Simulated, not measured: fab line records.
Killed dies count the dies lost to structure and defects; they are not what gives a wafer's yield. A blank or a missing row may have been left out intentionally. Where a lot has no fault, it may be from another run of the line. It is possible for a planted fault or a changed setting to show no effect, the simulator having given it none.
A lot that was struck, set against a sound lot ; flow n5-finfet ; 37 steps out of a route of 1938
Sound: these wafers, L113.1, L113.4. The struck wafers were L114.3, L114.5, L114.6. The cause is given at the end.
At each step with rows: each side's tool, then ch and its chambers, then its first start. Under that, the readings that differ: sound wafers ; struck wafers ; difference of the means ; sigmas: that difference in standard deviations of wafers without a fault.
alike: readings whose means differ by less than 2 such deviations, and words and numbers that are the same on both sides. not compared: withheld readings, readings that some wafer has no value for, bounds like >300 that may hide the same value, and numbers for which the record gives no deviation and whose values overlap.
A row with sigmas, a row that says differs or no value, or rows on one side alone: a step with any of these is where the two part. Numbers that don't overlap but have no deviation are shown without sigmas and don't part them. Lack of a reading on every wafer of one side parts them only where that side has two or more wafers.

first, 9 steps without rows for these wafers: N5_PASSIVATION_EBR_06; N5_PASSIVATION_SOFTBAKE_05 (time 90 s); N5_PASSIVATION_EXPOSE_07 (exposes mask TV, defocus 0 nm, target cd 3000 nm); N5_PASSIVATION_PEB_08; N5_PASSIVATION_DEVELOP_09 (develop time 60 s); N5_PASSIVATION_HARDBAKE_11 (time 120 s); N5_PASSIVATION_DESCUM_12 (chemistry O2, time 7.9 s); N5_PASSIVATION_PASS_ETCH_74 (etches SiNx in CF4/O2, target depth 220 nm, time 110 s); N5_PASSIVATION_VIA_ETCH_13 (etches SiO2 in CHF3/O2, target depth 660 nm, time 330 s).
N5_PASSIVATION_STRIP_14: strips in O2.
  sound on rie-diel-03 ch 0,2, day 18 15:09; struck on rie-diel-01 ch 0,1,3, day 18 16:01
  alike: drypump-motor-current-A, oes-product-au, rf-vpp-V, showerhead-plenum-p-Torr, temp-c, throttle-valve-pct
  not compared: rf-hours-counter-h
then, 26 steps without rows for these wafers: N5_PASSIVATION_ETCH_15 (etches SiCN in CF4/N2, target depth 75 nm, time 81.2 s); N5_PASSIVATION_STRIP_73 (strips in post etch residue remover, time 60 s); N5_PASSIVATION_SRD_17 (time 30 s, dry time 30 s); N5_PASSIVATION_DEGAS_18 (time 60 s); N5_PASSIVATION_PRE_CLEAN_19; N5_PASSIVATION_SPUTTER_20 (material TaN, target thk 50 nm); N5_PASSIVATION_AL_DEP_21 (deposits Al, target thk 2800 nm, time 170 s); N5_PASSIVATION_HMDS_23 (time 60 s); N5_PASSIVATION_COAT_24; N5_PASSIVATION_EBR_26; N5_PASSIVATION_SOFTBAKE_25 (time 90 s); N5_PASSIVATION_EXPOSE_27 (exposes mask PAD, defocus 0 nm); N5_PASSIVATION_PEB_28; N5_PASSIVATION_DEVELOP_29 (develop time 60 s); N5_PASSIVATION_HARDBAKE_31 (time 120 s); N5_PASSIVATION_DESCUM_32 (chemistry O2, time 7.9 s); N5_PASSIVATION_AL_ETCH_33 (etches Al in Cl2/BCl3, stops on TaN, target depth 2800 nm, time 466.7 s); N5_PASSIVATION_ETCH_59 (etches TaN in Cl2/BCl3, target depth 65 nm, time 34.9 s); N5_PASSIVATION_STRIP_34 (strips in O2); N5_PASSIVATION_STRIP_51 (strips in post etch residue remover, time 1200 s); N5_PASSIVATION_CLEAN_69 (cleans in IPA, time 180 s); N5_PASSIVATION_SRD_70 (time 30 s); N5_PASSIVATION_PECVD_53 (deposits SiO2 from TEOS/O2, target thk 800 nm, time 169.4 s); N5_PASSIVATION_PECVD_35 (deposits SiNx from SiH4/NH3/N2, target thk 700 nm, time 151.3 s); N5_PASSIVATION_HMDS_37 (time 60 s); N5_PASSIVATION_COAT_38.
N5_PASSIVATION_PROBE_49:
  sound on prober-01, day 18 21:55; struck on prober-01, day 18 22:49
reading;sound;struck;difference;sigmas
defect-limited-yield (%);91.8 89.7;85.6 83.4 82.6;-6.9;-5
killed_at_M4_up;16 22;10 4 8;-12;-2
killed-at-other;5 2;98 124 127;+113;+42
killed-dies;97 121;170 196 205;+81;+5
sort_bin_5_function (%);4.6 6.4;10.3 10.6 11.1;+5.2;+6
sort-n-pass;1083 1059;1010 984 975;-81;-5
sort-yield-pct (%);91.8 89.7;85.6 83.4 82.6;-6.9;-5
  alike: killed_at_M0_to_M3, killed-at-contacts, killed-at-front-end, killed-open, killed-short, sort_bin_6_memory

## WHERE THEY PART
Only at N5_PASSIVATION_PROBE_49, within this record.

WHY: what had been put in by the simulator
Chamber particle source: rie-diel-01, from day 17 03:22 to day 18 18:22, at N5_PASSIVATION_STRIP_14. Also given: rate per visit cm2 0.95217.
